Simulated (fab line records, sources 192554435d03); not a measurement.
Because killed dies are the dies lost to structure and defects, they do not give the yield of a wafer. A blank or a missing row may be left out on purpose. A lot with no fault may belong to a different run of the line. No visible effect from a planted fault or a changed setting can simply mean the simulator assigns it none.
Split-lot experiment	flow n5Finfet	28 wafers read across 7 lots, on a route 1938 steps long

== ON THE SPLIT ==
At N5_BEOL_M12_TRENCH_ETCH_34 (etches SiOC in C4F8/O2/Ar, target depth 318.95 nm, time 125.5 s), the setting timeS was moved away from the recipe's 125.5 s on 13 of the 28 wafers read, by -50.9% to +34.0%. For the rest of the wafers, this setting stayed at what the recipe calls for.

== FROM THE SPLIT TO THE READING: what the file shows between them, 10 steps ==
- N5_BEOL_M12_STRIP_70: strips in C4F8/O2/Ar
- N5_BEOL_M12_OCD_MEAS_35
- N5_BEOL_M12_STRIP_37: strips in N2/H2
- N5_BEOL_M12_ETCH_38: etches SiCN in CF4/N2, target depth 68.7 nm, time 73.4 s
- N5_BEOL_M12_ECD_47: material Cu, target thk 720 nm
- N5_BEOL_M12_ANNEAL_48: time 90 s
- N5_BEOL_M12_CMP_49: polishes, stops on SiOC, t overpolish 20.6 s, target thk 320 nm
- N5_BEOL_M12_THK_MEAS_50: measures by xrf
- N5_BEOL_M12_PRE_CLEAN_52: time 15 s
- N5_BEOL_M12_DEP_53: deposits SiCN from 3MS/NH3, target thk 30 nm, time 10.5 s

== THE READING ==
M12_RS in ohm/sq, measured at N5_BEOL_M12_RS_MEAS_54 by four-point-probe. On this fab line, fault-free wafers typically give 0.0598 ohm/sq with a standard deviation of 0.00079 ohm/sq.

wafer	tool, chamber at the split	timeS as run, s	against the recipe	M12_RS, ohm/sq	against lot-mates on the recipe
L075.1	rieDiel-01, 2	125.5	recipe	0.0597	-
L075.2	rieDiel-01, 0	147.4	+17.5%	0.0502	-0.0090
L075.3	rieDiel-01, 2	147.4	+17.5%	0.0499	-0.0093
L075.4	rieDiel-01, 0	125.5	recipe	0.0589	-
L075.5	rieDiel-01, 2	147.4	+17.5%	0.0501	-0.0091
L075.6	rieDiel-01, 0	125.5	recipe	0.0589	-
L076.2	rieDiel-03, 3	63.51	-49.4%	0.1215	no lot-mate on the recipe
L084.3	rieDiel-04, 1	168.2	+34.0%	0.0442	-0.0152
L084.4	rieDiel-04, 1	168.2	+34.0%	0.0444	-0.0150
L084.5	rieDiel-04, 2	125.5	recipe	0.0594	-
L091.2	rieDiel-04, 2	125.5	recipe	0.0594	-
L091.5	rieDiel-04, 0	125.5	recipe	0.0607	-
L091.6	rieDiel-04, 3	125.5	recipe	0.0585	-
L095.1	rieDiel-04, 0	61.68	-50.9%	0.1270	+0.0678
L095.2	rieDiel-04, 2	125.5	recipe	0.0590	-
L095.3	rieDiel-04, 1	61.68	-50.9%	0.1256	+0.0664
L095.4	rieDiel-04, 1	125.5	recipe	0.0598	-
L095.5	rieDiel-04, 2	125.5	recipe	0.0588	-
L095.6	rieDiel-04, 0	61.68	-50.9%	0.1309	+0.0717
L096.3	rieDiel-04, 2	125.5	recipe	0.0598	-
L096.4	rieDiel-04, 1	92.99	-25.9%	0.0825	+0.0221
L096.5	rieDiel-04, 0	125.5	recipe	0.0610	-
L097.1	rieDiel-04, 0	89.13	-29.0%	0.0875	+0.0277
L097.2	rieDiel-04, 1	125.5	recipe	0.0599	-
L097.3	rieDiel-04, 2	89.13	-29.0%	0.0852	+0.0254
L097.4	rieDiel-04, 1	125.5	recipe	0.0596	-
L097.5	rieDiel-04, 2	125.5	recipe	0.0599	-
L097.6	rieDiel-04, 0	89.13	-29.0%	0.0876	+0.0278

FIT RESULTS
A straight line over all 28 wafers: M12_RS changes by -0.00104 ohm/sq for each +1% of timeS; r = -0.96; the points scatter about the line by 0.0076 ohm/sq.
The same after taking each lot's own level away (the mean of its wafers on the recipe; 27 wafers): -0.00101 ohm/sq for each +1%; r = -0.95; scatter 0.0078 ohm/sq.
Per that fit: largest timeS move, reading shift of 0.051 ohm/sq.
From 0.05917 to 0.06040 ohm/sq: that is the span of the lots' own levels, equal to 1.6 times the standard deviation above.
The two slopes agree, so the slope changes little with the lot-to-lot level.
Check: for one of the wafers moved furthest among these (-50.9%), held out of the fit, the line's prediction against its lot-mates is +0.0523 ohm/sq. Against them it came out at +0.0678 ohm/sq.

== THE WHOLE CHAIN: every reading that the file lists as answering this split, in the file's order ==
step	what it does	reading	change (the file's fit)	r (the file's)
N5_BEOL_M12_TRENCH_ETCH_34	etches SiOC in C4F8/O2/Ar, target depth 318.95 nm, time 125.5 s	etch.depthNm (the simulator's own value, which no gauge read)	+3.24 nm for each +1% of the setting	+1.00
N5_BEOL_M12_OCD_MEAS_35		trenchDepthNm	+3.24 nm for each +1% of the setting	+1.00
N5_BEOL_M12_CMP_49	polishes, stops on SiOC, t overpolish 20.6 s, target thk 320 nm	Cu_of_BEOL_M12_ECD_47.thkNm (the simulator's own value, which no gauge read)	+3.24 nm for each +1% of the setting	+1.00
N5_BEOL_M12_THK_MEAS_50	measures by xrf	M12_THK	+3.38 for each +1% of the setting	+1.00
N5_BEOL_M12_RS_MEAS_54	measures by four-point-probe	M12_RS	-0.00108 for each +1% of the setting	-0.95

== THE FILE'S OWN FIT ==
M12_RS changes by -0.00108 ohm/sq for each +1% of timeS, r = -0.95.
